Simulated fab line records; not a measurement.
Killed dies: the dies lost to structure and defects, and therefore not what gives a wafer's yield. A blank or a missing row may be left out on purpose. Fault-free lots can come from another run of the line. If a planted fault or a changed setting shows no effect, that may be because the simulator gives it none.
Chamber matching + flow n5 finfet + N5_BEOL_M9_CURE_71 on uv cure-02: 3 sister chambers
The step cures SiCOH lowk, time 240 s. 3 wafers are shown with their chamber, then 11 later ones without.

EACH WAFER AND ITS CHAMBER
| wafer  | chamber | wafer_temp_C_max |
|--------|---------|------------------|
| L079.5 | 0       | 386.1            |
| L087.6 | 2       | 387.6            |
| L086.2 | 1       | 387.4            |

WAFERS MISSING THEIR CHAMBER
| wafer  | wafer_temp_C_max |
|--------|------------------|
| L086.4 | 387.9            |
| L086.5 | 387.3            |
| L089.3 | 386.5            |
| L089.4 | 386.2            |
| L089.5 | 386.0            |
| L094.2 | 387.5            |
| L094.3 | 387.8            |
| L094.6 | 388.9            |
| L097.1 | 387.5            |
| L097.2 | 386.9            |
| L097.4 | 387.7            |

CHAMBER TAKEN BY EACH
| wafer  | from the rows above          | in truth |
|--------|------------------------------|----------|
| L086.4 | can't be placed: 2 or 1      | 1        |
| L086.5 | can't be placed: 1 or 2      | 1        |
| L089.3 | can't be placed: 0 or 1 or 2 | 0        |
| L089.4 | 0                            | 0        |
| L089.5 | 0                            | 0        |
| L094.2 | can't be placed: 1 or 2      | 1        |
| L094.3 | can't be placed: 2 or 1      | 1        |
| L094.6 | can't be placed: 2 or 1      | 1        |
| L097.1 | can't be placed: 1 or 2      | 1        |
| L097.2 | can't be placed: 1 or 2 or 0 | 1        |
| L097.4 | can't be placed: 2 or 1      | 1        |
Correct placement for 2 of the 11. From these rows, 9 cannot be placed; in 9 the true chamber is one of the candidates. Wrongly placed: 0.
How it was worked out, from the rows above alone: a wafer's distance from a chamber is the root of the sum, over the readings, of the square of ((its reading less the chamber's mean) divided by the reading's scatter). If the next closest chamber is less than 2 further off than the closest, the wafer can't be placed; otherwise it belongs to the closest. The mean given for a chamber averages the wafers shown for that chamber. The scatter: with one shown wafer a chamber, the root of the mean of the squares of how far each hidden wafer lies from its nearest shown one.
